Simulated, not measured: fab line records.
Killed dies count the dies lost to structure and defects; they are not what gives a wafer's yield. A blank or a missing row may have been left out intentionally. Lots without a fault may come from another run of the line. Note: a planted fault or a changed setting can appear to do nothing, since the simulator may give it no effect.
Matching of chambers + flow n5_finfet + 4 sister chambers for N5_BEOL_M6_STRIP_19 on rie_diel-04
The step strips in O2. 8 wafers are shown with their chamber, then 7 later ones without.

WAFERS, EACH WITH ITS CHAMBER
| wafer  | chamber | throttle_valve_pct (%) | showerhead_plenum_p_Torr (Torr) |
|--------|---------|------------------------|---------------------------------|
| L076.5 | 2       | 16.48                  | 2.07                            |
| L081.6 | 2       | 16.52                  | 2.06                            |
| L084.3 | 1       | 17.10                  | 2.16                            |
| L084.4 | 1       | 17.11                  | 2.16                            |
| L091.1 | 0       | 16.43                  | 2.03                            |
| L091.6 | 3       | 16.38                  | 2.05                            |
| L093.1 | 3       | 16.39                  | 2.05                            |
| L093.5 | 0       | 16.43                  | 2.03                            |

WAFERS MISSING THEIR CHAMBER
| wafer  | throttle_valve_pct (%) | showerhead_plenum_p_Torr (Torr) |
|--------|------------------------|---------------------------------|
| L093.6 | 17.13                  | 2.15                            |
| L094.3 | 16.44                  | 2.03                            |
| L094.4 | 16.45                  | 2.03                            |
| L094.6 | 16.58                  | 2.05                            |
| L097.1 | 16.61                  | 2.05                            |
| L097.2 | 16.44                  | 2.04                            |
| L097.4 | 16.60                  | 2.15                            |

WHICH CHAMBER EACH ONE RAN IN
| wafer  | from the rows above     | in truth                   |
|--------|-------------------------|----------------------------|
| L093.6 | 1                       | 1                          |
| L094.3 | 0                       | 0                          |
| L094.4 | 0                       | 0                          |
| L094.6 | 2                       | 2                          |
| L097.1 | 2                       | 2                          |
| L097.2 | can't be placed: 0 or 3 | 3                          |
| L097.4 | 2                       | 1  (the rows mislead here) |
5 of 7 placed correctly. Cannot be placed on the basis of these rows: 1; the candidates contain the true chamber in 1. Wrongly placed: 1.
How it was worked out, from the rows above alone: a wafer's distance from a chamber is the root of the sum, over the readings, of the square of ((its reading less the chamber's mean) divided by the reading's scatter). The wafer belongs to the nearest chamber; if the next one is less than 2 further off, it can't be placed. For every chamber, the mean is computed from those of its wafers that are shown. The scatter: the root of (the sum of the squares of (reading less its chamber's mean) over the shown wafers, divided by (wafers less chambers)).
